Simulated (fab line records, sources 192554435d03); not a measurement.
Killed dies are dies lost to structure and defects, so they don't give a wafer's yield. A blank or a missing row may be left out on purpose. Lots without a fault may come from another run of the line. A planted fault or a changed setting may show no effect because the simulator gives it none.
Split-lot experiment | flow n5_finfet | 7 lots, 39 wafers read, on a route of 1938 steps

THE SPLIT
At N5_SD_EPI_N_LINER_46 (material SiNx, target thk 3 nm), the setting target_thk_a was moved away from the recipe's 30 angstrom on 15 of the 39 wafers read, by -11.1% to +15.7%. The other wafers ran this setting at the recipe's value.

The reading is taken at the split's own step.

THE READING
SiNx_of_SD_EPI_N_LINER_46.thk_nm (the simulator's own value, which no gauge read), in nm, at N5_SD_EPI_N_LINER_46 (material SiNx, target thk 3 nm). The file gives no usual value for it.

wafer  | tool, chamber at the split | target_thk_a as run, angstrom | against the recipe | SiNx_of_SD_EPI_N_LINER_46.thk_nm, nm | against lot-mates on the recipe
L075.1 | ald_sin-01, 1,2,3          | 34.7                          | +15.7%             | 3.4                                  | +0.4
L075.2 | ald_sin-01, 1,2,3          | 34.7                          | +15.7%             | 3.4                                  | +0.4
L075.4 | ald_sin-01, 1,2,3          | 34.7                          | +15.7%             | 3.4                                  | +0.4
L075.3 | ald_sin-01, 0,0,3          | 30                            | recipe             | 3                                    | -
L075.5 | ald_sin-01, 0,0,3          | 30                            | recipe             | 3                                    | -
L075.6 | ald_sin-01, 0,0,3          | 30                            | recipe             | 3                                    | -
L084.1 | ald_sin-02, 1,3,0,2,3,0    | 30                            | recipe             | 3                                    | -
L084.2 | ald_sin-02, 1,3,0,2,3,0    | 30                            | recipe             | 3                                    | -
L084.3 | ald_sin-02, 1,3,0,2,3,0    | 30                            | recipe             | 3                                    | -
L084.4 | ald_sin-02, 1,3,0,2,3,0    | 30                            | recipe             | 3                                    | -
L084.5 | ald_sin-02, 1,3,0,2,3,0    | 30                            | recipe             | 3                                    | -
L084.6 | ald_sin-02, 1,3,0,2,3,0    | 30                            | recipe             | 3                                    | -
L085.1 | ald_sin-04, 0,1,3          | 30                            | recipe             | 3                                    | -
L085.2 | ald_sin-04, 0,1,3          | 30                            | recipe             | 3                                    | -
L085.3 | ald_sin-04, 0,1,3          | 30                            | recipe             | 3                                    | -
L085.4 | ald_sin-04, 2,1,0          | 28.05                         | -6.5%              | 2.8                                  | -0.2
L085.5 | ald_sin-04, 2,1,0          | 28.05                         | -6.5%              | 2.8                                  | -0.2
L085.6 | ald_sin-04, 2,1,0          | 28.05                         | -6.5%              | 2.8                                  | -0.2
L091.1 | ald_sin-01, 1              | 33                            | +10.0%             | 3.2                                  | +0.2
L091.2 | ald_sin-01, 0,3,1          | 30                            | recipe             | 3                                    | -
L091.3 | ald_sin-01, 0,3,1          | 30                            | recipe             | 3                                    | -
L091.5 | ald_sin-01, 0,3,1          | 30                            | recipe             | 3                                    | -
L091.4 | ald_sin-01, 2,0            | 33                            | +10.0%             | 3.4                                  | +0.4
L091.6 | ald_sin-01, 2,0            | 33                            | +10.0%             | 3.4                                  | +0.4
L092.1 | ald_sin-04, 0,3,1          | 30                            | recipe             | 3                                    | -
L092.3 | ald_sin-04, 0,3,1          | 30                            | recipe             | 3                                    | -
L092.4 | ald_sin-04, 0,3,1          | 30                            | recipe             | 3                                    | -
L092.2 | ald_sin-04, 2,3,2          | 32.49                         | +8.3%              | 3.2                                  | +0.2
L092.5 | ald_sin-04, 2,3,2          | 32.49                         | +8.3%              | 3.2                                  | +0.2
L092.6 | ald_sin-04, 2,3,2          | 32.49                         | +8.3%              | 3.2                                  | +0.2
L095.1 | ald_sin-04, 0,2,3          | 30                            | recipe             | 3                                    | -
L095.2 | ald_sin-04, 0,2,3          | 30                            | recipe             | 3                                    | -
L095.4 | ald_sin-04, 0,2,3          | 30                            | recipe             | 3                                    | -
L097.1 | ald_sin-01, 0,1,1          | 30                            | recipe             | 3                                    | -
L097.3 | ald_sin-01, 0,1,1          | 30                            | recipe             | 3                                    | -
L097.6 | ald_sin-01, 0,1,1          | 30                            | recipe             | 3                                    | -
L097.2 | ald_sin-01, 2,3,0          | 26.67                         | -11.1%             | 2.6                                  | -0.4
L097.4 | ald_sin-01, 2,3,0          | 26.67                         | -11.1%             | 2.6                                  | -0.4
L097.5 | ald_sin-01, 2,3,0          | 26.67                         | -11.1%             | 2.6                                  | -0.4
Where a row lists several chambers, the file gives one row for several wafers and doesn't say which wafer went through which chamber.

THE FIT
A straight line over all 39 wafers: SiNx_of_SD_EPI_N_LINER_46.thk_nm changes by +0.0297 nm for each +1% of target_thk_a; r = +0.98; the points scatter about the line by 0.04 nm.
The same after taking each lot's own level away (the mean of its wafers on the recipe; 39 wafers): +0.0297 nm for each +1%; r = +0.98; scatter 0.04 nm.
On that fit, the largest move of target_thk_a shifts the reading by 0.46 nm.
The lots' own levels span 3.00 to 3.00 nm.
So the lot-to-lot level changes the slope little: the two slopes agree.
Check: with one of the wafers moved furthest among these (+15.7%) left out of the fit, the line predicts +0.462 nm for it against its lot-mates. It came out at +0.4 nm against them.

OTHER SPLITS ON THESE WAFERS
These wafers also went through other splits before the reading. Each is held against what the fit with the lots' levels taken away leaves over:
other split on the same wafers               | wafers away from the commonest value | r with SiNx_of_SD_EPI_N_LINER_46.thk_nm (lot level and that fit taken away)
N5_WELL_APT_EPI_41 time_s                    | 18                                   | -0.14
N5_PMOS_HMC_CHANNEL_EPI_EPI_20 pressure_torr | 18                                   | +0.18
N5_DUMMY_GATE_ETCH_32 time_s                 | 15                                   | +0.11
N5_SD_EPI_N_EPI_21 temp_c                    | 9                                    | +0.12

THE FILE'S OWN FIT
SiNx_of_SD_EPI_N_LINER_46.thk_nm changes by +0.0293 nm for each +1% of target_thk_a, r = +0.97.
